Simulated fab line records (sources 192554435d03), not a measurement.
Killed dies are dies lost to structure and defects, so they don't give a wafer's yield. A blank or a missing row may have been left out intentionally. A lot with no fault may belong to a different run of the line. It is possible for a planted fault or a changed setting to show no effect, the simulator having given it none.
Lot-split experiment || flow n5Finfet || 39 wafers read from 7 lots, route of 1938 steps

THE SPLIT
At N5_FIN_CUT_ETCH_21 (etches SOC in N2/H2, target depth 219 nm, overetch 43.8 nm, time 523.5 s), the setting timeS was moved away from the recipe's 523.5 s on 15 of the 39 wafers read, by -22.7% to +19.3%. This setting was run at the recipe's value on the other wafers.

The reading comes from the split's own step.

THE READING
SiARC_of_FIN_CUT_COAT_19.thkNm (the simulator's own value, which no gauge read), in nm, at N5_FIN_CUT_ETCH_21 (etches SOC in N2/H2, target depth 219 nm, overetch 43.8 nm, time 523.5 s). There is no usual value for it anywhere in the file. Average 12.0 nm, standard deviation 0.22 nm, over the 24 wafers here run with the recipe.

{"wafer": "L078.4", "tool, chamber at the split": "rieDiel-01, 2", "timeS as run, s": 523.5, "against the recipe": "recipe", "SiARC_of_FIN_CUT_COAT_19.thkNm, nm": 12.2, "against lot-mates on the recipe": "-"}
{"wafer": "L078.5", "tool, chamber at the split": "rieDiel-01, 0", "timeS as run, s": 523.5, "against the recipe": "recipe", "SiARC_of_FIN_CUT_COAT_19.thkNm, nm": 12, "against lot-mates on the recipe": "-"}
{"wafer": "L078.6", "tool, chamber at the split": "rieDiel-01, 1", "timeS as run, s": 523.5, "against the recipe": "recipe", "SiARC_of_FIN_CUT_COAT_19.thkNm, nm": 12, "against lot-mates on the recipe": "-"}
{"wafer": "L081.1", "tool, chamber at the split": "rieDiel-04, 1", "timeS as run, s": 523.5, "against the recipe": "recipe", "SiARC_of_FIN_CUT_COAT_19.thkNm, nm": 11.8, "against lot-mates on the recipe": "-"}
{"wafer": "L081.2", "tool, chamber at the split": "rieDiel-04, 2", "timeS as run, s": 573.4, "against the recipe": "+9.5%", "SiARC_of_FIN_CUT_COAT_19.thkNm, nm": 11.4, "against lot-mates on the recipe": -0.5}
{"wafer": "L081.3", "tool, chamber at the split": "rieDiel-04, 3", "timeS as run, s": 573.4, "against the recipe": "+9.5%", "SiARC_of_FIN_CUT_COAT_19.thkNm, nm": 11.2, "against lot-mates on the recipe": -0.7}
{"wafer": "L081.4", "tool, chamber at the split": "rieDiel-04, 0", "timeS as run, s": 523.5, "against the recipe": "recipe", "SiARC_of_FIN_CUT_COAT_19.thkNm, nm": 12, "against lot-mates on the recipe": "-"}
{"wafer": "L081.5", "tool, chamber at the split": "rieDiel-04, 0", "timeS as run, s": 523.5, "against the recipe": "recipe", "SiARC_of_FIN_CUT_COAT_19.thkNm, nm": 12, "against lot-mates on the recipe": "-"}
{"wafer": "L081.6", "tool, chamber at the split": "rieDiel-04, 3", "timeS as run, s": 573.4, "against the recipe": "+9.5%", "SiARC_of_FIN_CUT_COAT_19.thkNm, nm": 11.2, "against lot-mates on the recipe": -0.7}
{"wafer": "L086.1", "tool, chamber at the split": "rieDiel-06, 0", "timeS as run, s": 523.5, "against the recipe": "recipe", "SiARC_of_FIN_CUT_COAT_19.thkNm, nm": 12, "against lot-mates on the recipe": "-"}
{"wafer": "L086.2", "tool, chamber at the split": "rieDiel-06, 3", "timeS as run, s": 523.5, "against the recipe": "recipe", "SiARC_of_FIN_CUT_COAT_19.thkNm, nm": 11.6, "against lot-mates on the recipe": "-"}
{"wafer": "L086.3", "tool, chamber at the split": "rieDiel-06, 2", "timeS as run, s": 404.9, "against the recipe": "-22.7%", "SiARC_of_FIN_CUT_COAT_19.thkNm, nm": 13.6, "against lot-mates on the recipe": "+1.9"}
{"wafer": "L086.4", "tool, chamber at the split": "rieDiel-06, 1", "timeS as run, s": 404.9, "against the recipe": "-22.7%", "SiARC_of_FIN_CUT_COAT_19.thkNm, nm": 13.6, "against lot-mates on the recipe": "+1.9"}
{"wafer": "L086.5", "tool, chamber at the split": "rieDiel-06, 3", "timeS as run, s": 523.5, "against the recipe": "recipe", "SiARC_of_FIN_CUT_COAT_19.thkNm, nm": 11.6, "against lot-mates on the recipe": "-"}
{"wafer": "L086.6", "tool, chamber at the split": "rieDiel-06, 2", "timeS as run, s": 404.9, "against the recipe": "-22.7%", "SiARC_of_FIN_CUT_COAT_19.thkNm, nm": 13.6, "against lot-mates on the recipe": "+1.9"}
{"wafer": "L088.1", "tool, chamber at the split": "rieDiel-04, 2", "timeS as run, s": 523.5, "against the recipe": "recipe", "SiARC_of_FIN_CUT_COAT_19.thkNm, nm": 12.2, "against lot-mates on the recipe": "-"}
{"wafer": "L088.2", "tool, chamber at the split": "rieDiel-04, 1", "timeS as run, s": 449.4, "against the recipe": "-14.2%", "SiARC_of_FIN_CUT_COAT_19.thkNm, nm": 12.8, "against lot-mates on the recipe": "+0.7"}
{"wafer": "L088.3", "tool, chamber at the split": "rieDiel-04, 0", "timeS as run, s": 449.4, "against the recipe": "-14.2%", "SiARC_of_FIN_CUT_COAT_19.thkNm, nm": 13, "against lot-mates on the recipe": "+0.9"}
{"wafer": "L088.4", "tool, chamber at the split": "rieDiel-04, 3", "timeS as run, s": 449.4, "against the recipe": "-14.2%", "SiARC_of_FIN_CUT_COAT_19.thkNm, nm": 13.2, "against lot-mates on the recipe": "+1.1"}
{"wafer": "L088.5", "tool, chamber at the split": "rieDiel-04, 2", "timeS as run, s": 523.5, "against the recipe": "recipe", "SiARC_of_FIN_CUT_COAT_19.thkNm, nm": 12.2, "against lot-mates on the recipe": "-"}
{"wafer": "L088.6", "tool, chamber at the split": "rieDiel-04, 1", "timeS as run, s": 523.5, "against the recipe": "recipe", "SiARC_of_FIN_CUT_COAT_19.thkNm, nm": 11.8, "against lot-mates on the recipe": "-"}
{"wafer": "L089.1", "tool, chamber at the split": "rieDiel-06, 0", "timeS as run, s": 523.5, "against the recipe": "recipe", "SiARC_of_FIN_CUT_COAT_19.thkNm, nm": 12.2, "against lot-mates on the recipe": "-"}
{"wafer": "L089.2", "tool, chamber at the split": "rieDiel-06, 2", "timeS as run, s": 624.5, "against the recipe": "+19.3%", "SiARC_of_FIN_CUT_COAT_19.thkNm, nm": 10.4, "against lot-mates on the recipe": -1.6}
{"wafer": "L089.3", "tool, chamber at the split": "rieDiel-06, 3", "timeS as run, s": 624.5, "against the recipe": "+19.3%", "SiARC_of_FIN_CUT_COAT_19.thkNm, nm": 10, "against lot-mates on the recipe": -2.0}
{"wafer": "L089.4", "tool, chamber at the split": "rieDiel-06, 1", "timeS as run, s": 523.5, "against the recipe": "recipe", "SiARC_of_FIN_CUT_COAT_19.thkNm, nm": 11.8, "against lot-mates on the recipe": "-"}
{"wafer": "L089.5", "tool, chamber at the split": "rieDiel-06, 1", "timeS as run, s": 523.5, "against the recipe": "recipe", "SiARC_of_FIN_CUT_COAT_19.thkNm, nm": 12, "against lot-mates on the recipe": "-"}
{"wafer": "L089.6", "tool, chamber at the split": "rieDiel-06, 0", "timeS as run, s": 624.5, "against the recipe": "+19.3%", "SiARC_of_FIN_CUT_COAT_19.thkNm, nm": 10.8, "against lot-mates on the recipe": -1.2}
{"wafer": "L095.1", "tool, chamber at the split": "rieDiel-04, 2", "timeS as run, s": 523.5, "against the recipe": "recipe", "SiARC_of_FIN_CUT_COAT_19.thkNm, nm": 12.2, "against lot-mates on the recipe": "-"}
{"wafer": "L095.5", "tool, chamber at the split": "rieDiel-04, 2", "timeS as run, s": 523.5, "against the recipe": "recipe", "SiARC_of_FIN_CUT_COAT_19.thkNm, nm": 12.2, "against lot-mates on the recipe": "-"}
{"wafer": "L095.2", "tool, chamber at the split": "rieDiel-04, 3", "timeS as run, s": 523.5, "against the recipe": "recipe", "SiARC_of_FIN_CUT_COAT_19.thkNm, nm": 12.2, "against lot-mates on the recipe": "-"}
{"wafer": "L095.3", "tool, chamber at the split": "rieDiel-04, 0", "timeS as run, s": 621.8, "against the recipe": "+18.8%", "SiARC_of_FIN_CUT_COAT_19.thkNm, nm": 10.4, "against lot-mates on the recipe": -1.8}
{"wafer": "L095.4", "tool, chamber at the split": "rieDiel-04, 1", "timeS as run, s": 621.8, "against the recipe": "+18.8%", "SiARC_of_FIN_CUT_COAT_19.thkNm, nm": 10.2, "against lot-mates on the recipe": -2.0}
{"wafer": "L095.6", "tool, chamber at the split": "rieDiel-04, 3", "timeS as run, s": 621.8, "against the recipe": "+18.8%", "SiARC_of_FIN_CUT_COAT_19.thkNm, nm": 10.6, "against lot-mates on the recipe": -1.6}
{"wafer": "L097.1", "tool, chamber at the split": "rieDiel-06, 2", "timeS as run, s": 523.5, "against the recipe": "recipe", "SiARC_of_FIN_CUT_COAT_19.thkNm, nm": 11.8, "against lot-mates on the recipe": "-"}
{"wafer": "L097.2", "tool, chamber at the split": "rieDiel-06, 1", "timeS as run, s": 523.5, "against the recipe": "recipe", "SiARC_of_FIN_CUT_COAT_19.thkNm, nm": 11.8, "against lot-mates on the recipe": "-"}
{"wafer": "L097.3", "tool, chamber at the split": "rieDiel-06, 0", "timeS as run, s": 523.5, "against the recipe": "recipe", "SiARC_of_FIN_CUT_COAT_19.thkNm, nm": 12.2, "against lot-mates on the recipe": "-"}
{"wafer": "L097.4", "tool, chamber at the split": "rieDiel-06, 3", "timeS as run, s": 523.5, "against the recipe": "recipe", "SiARC_of_FIN_CUT_COAT_19.thkNm, nm": 11.6, "against lot-mates on the recipe": "-"}
{"wafer": "L097.5", "tool, chamber at the split": "rieDiel-06, 3", "timeS as run, s": 523.5, "against the recipe": "recipe", "SiARC_of_FIN_CUT_COAT_19.thkNm, nm": 11.8, "against lot-mates on the recipe": "-"}
{"wafer": "L097.6", "tool, chamber at the split": "rieDiel-06, 2", "timeS as run, s": 523.5, "against the recipe": "recipe", "SiARC_of_FIN_CUT_COAT_19.thkNm, nm": 11.6, "against lot-mates on the recipe": "-"}

FIT RESULTS
A straight line over all 39 wafers: SiARC_of_FIN_CUT_COAT_19.thkNm changes by -0.0769 nm for each +1% of timeS; r = -0.97; the points scatter about the line by 0.22 nm.
The same after taking each lot's own level away (the mean of its wafers on the recipe; 39 wafers): -0.0825 nm for each +1%; r = -0.98; scatter 0.2 nm.
According to that fit, moving timeS by its largest amount changes the reading by 1.9 nm.
Measured against the standard deviation above, the lots' own levels, which go from 11.73 to 12.20 nm, span 2.1 times it.
Hence the lot-to-lot level has little effect on the slope; both slopes agree.
Check: for one of the wafers moved furthest among these (-22.7%), held out of the fit, the line's prediction against its lot-mates is +1.84 nm. It came out at +1.87 nm against them.

THE WHOLE CHAIN: every reading that the file lists as answering this split, in the file's order
{"step": "N5_FIN_CUT_ETCH_21", "what it does": "etches SOC in N2/H2, target depth 219 nm, overetch 43.8 nm, time 523.5 s", "reading": "etch.depthNm (the simulator's own value, which no gauge read)", "change (the file's fit)": "not straight: 204 at the lowest setting, 230.3 at the recipe, 231 at the highest", "r (the file's)": "not given"}
{"step": "N5_FIN_CUT_ETCH_21", "what it does": "etches SOC in N2/H2, target depth 219 nm, overetch 43.8 nm, time 523.5 s", "reading": "SiARC_of_FIN_CUT_COAT_19.thkNm (the simulator's own value, which no gauge read)", "change (the file's fit)": "-0.0827 nm for each +1% of the setting", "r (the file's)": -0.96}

THE FILE'S OWN FIT
SiARC_of_FIN_CUT_COAT_19.thkNm changes by -0.0827 nm for each +1% of timeS, r = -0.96.
